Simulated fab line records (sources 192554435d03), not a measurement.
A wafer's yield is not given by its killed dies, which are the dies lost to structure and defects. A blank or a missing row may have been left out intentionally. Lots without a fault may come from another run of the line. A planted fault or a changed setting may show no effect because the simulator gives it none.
The same fault as seen by 2 desks    flow n5Finfet    only its own numbers are on each desk; what lay behind them is given at the end

## THE METROLOGY DESK
Means of the sampled wafers that have a number, per lot and without regard to the tool the lot ran on: this is what the gauges read. The brackets show how far a lot's mean lies from the usual mean; more than 4 standard deviations puts the lot out of limits, marked OUT. 7 of its 12 readings are shown, namely those furthest out on some lot.
Columns: A = DIBL_N at N5_BEOL_M4_RC_MEAS_101, usual 36.3 mV/V; B = DIBL_P at N5_BEOL_M4_RC_MEAS_101, usual 36.5 mV/V; C = IOFF_N at N5_BEOL_M4_RC_MEAS_101, usual 0.163 nA/um; D = IOFF_P at N5_BEOL_M4_RC_MEAS_101, usual 0.22 nA/um; E = VT_N at N5_BEOL_M4_RC_MEAS_101, usual 249.3 mV; F = VT_P at N5_BEOL_M4_RC_MEAS_101, usual -250 mV; G = cdNm at N5_BEOL_M11_CD_MEAS_11, usual 64.3 nm
lot   first seen here  A     B     C      D     E      F     G
L983  day 9 08:17      36.7  35.8  0.165  0.24  247.4  -247  64.7
L986  day 9 16:22      36.5  37.5  0.174  0.21  246.8  -251  63.8
L988  day 10 08:52     37.5  37.2  0.174  0.28  248.0  -244  64.3
L999  day 12 18:37     36.4  35.2  0.150  0.20  248.6  -251  64.0
L998  day 12 23:14     39.6  39.3  0.212  0.26  245.6  -247  64.1
L101  day 13 16:11     36.4  39.6  0.174  0.24  248.5  -248  64.0
L100  day 13 19:29     34.2  34.0  0.125  0.21  255.6  -247  64.7
L102  day 13 21:23     35.9  36.1  0.147  0.20  251.8  -253  63.6
L103  day 14 04:17     35.5  36.2  0.159  0.21  250.7  -250  65.2
This desk's finding: nothing out of limits on any of the 9 lots.

## THE TOOL OWNER'S DESK: pecvd-04
The tool's own readings at N5_BEOL_M11_ILD_DEP_00 (deposits SiCOH lowk from DEMS/porogen, target thk 308.51 nm, time 58 s): means of the sampled wafers that have a number, for each lot that ran on this tool. The brackets show how far a lot's mean lies from the usual mean; more than 4 standard deviations puts the lot out of limits, marked OUT.
Columns: A = chamberPressureTorr at N5_BEOL_M11_ILD_DEP_00, usual 5.000 Torr; B = heaterPowerOuterW at N5_BEOL_M11_ILD_DEP_00, usual 144 W; C = heaterPowerW at N5_BEOL_M11_ILD_DEP_00, usual 309 W; D = showerheadPlenumPTorr at N5_BEOL_M11_ILD_DEP_00, usual 5.737 Torr; E = susceptorTempC at N5_BEOL_M11_ILD_DEP_00, usual 299.97 C; F = throttleValvePct at N5_BEOL_M11_ILD_DEP_00, usual 14.2 %
lot   first seen here  A      B    C    D      E       F
L983  day 11 20:23     5.006  138  312  5.743  300.11  14.0
L988  day 12 22:01     4.992  133  323  5.743  299.71  14.8
This desk's finding: nothing out of limits on any of the 2 lots.

## PUT TOGETHER
Nothing out of limits was seen by the metrology desk.
The desk of the tool owner found nothing out of limits.

## WHAT THE SIMULATOR PUT IN
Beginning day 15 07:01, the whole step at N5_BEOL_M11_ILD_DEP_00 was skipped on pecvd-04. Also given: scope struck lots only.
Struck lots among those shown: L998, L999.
